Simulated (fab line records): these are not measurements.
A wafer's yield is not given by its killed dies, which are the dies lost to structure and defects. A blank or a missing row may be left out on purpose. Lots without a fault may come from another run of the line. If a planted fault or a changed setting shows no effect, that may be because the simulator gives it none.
What tool caused it?	flow nand_harc	7 lots with 21 wafers sampled at 2 steps, on a route of 1302 steps

WHAT THE GAUGES READ, wafer by wafer
NHARC_A_ONON_D1_INSPECT_32.
lot	measured	on	raw_defect_count
L305	day 8 12:28	defect_inspect-01	119 70 108
L307	day 9 07:54	defect_inspect-01	94 92 59
L314	day 11 21:54	defect_inspect-02	124 95 63
L319	day 14 07:47	defect_inspect-01	363 357 379
L323	day 15 17:29	defect_inspect-02	56 66 84
L326	day 17 13:17	defect_inspect-01	56 49 87
L328	day 18 07:00	defect_inspect-01	84 97 90

TOOL THAT RAN EACH LOT (tool first, then ch and the chambers of the sampled wafers, then the start)
lot	NHARC_A_ONON_D1_DEP_28
L305	pecvd_onon-01 ch 0, day 8 11:29
L307	pecvd_onon-03 ch 0, day 9 06:50
L314	pecvd_onon-04 ch 0, day 11 20:50
L319	pecvd_onon-01 ch 0, day 14 06:43
L323	pecvd_onon-03 ch 0, day 15 16:25
L326	pecvd_onon-04 ch 0, day 17 12:14
L328	pecvd_onon-04 ch 0, day 18 05:56
- NHARC_A_ONON_D1_DEP_28: target thk 1000 nm.

THE ANSWER, worked out from the rows above alone
Rule: the usual values come from the lots themselves. Put in order of their means at a reading, lots are off if they are a third of the lots or fewer, leave a main group of 4 or more, and stand apart from it by a gap of 3 or more times the standard deviation of the main group's means; of several such gaps the widest counts. A main group whose means are all the same, to the digits that the tables above print for the reading, isn't used. A lot without any number at a reading at which 4 lots or more have one is off too. All remaining lots with rows at the step are treated as sound.
Off, at NHARC_A_ONON_D1_INSPECT_32 on raw_defect_count: L319. Main group: mean 83, sd 13.
A tool fits if, at a process step before that reading, it ran every lot that is off, and no sound lot after the first of them. Gauges at NHARC_A_ONON_D1_INSPECT_32: tried the same way as those tools. One candidate fits, namely pecvd_onon-01 at NHARC_A_ONON_D1_DEP_28. A fault onset in the window from L305 (day 8 11:29, its last sound lot) to L319 (day 14 06:43, its first lot off) fits.

WHAT WAS PUT IN BY THE SIMULATOR
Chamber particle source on pecvd_onon-01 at NHARC_A_ONON_D1_DEP_28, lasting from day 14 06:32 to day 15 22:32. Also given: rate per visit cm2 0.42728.
Struck lots among those shown: L319. Same finding as the rule above.
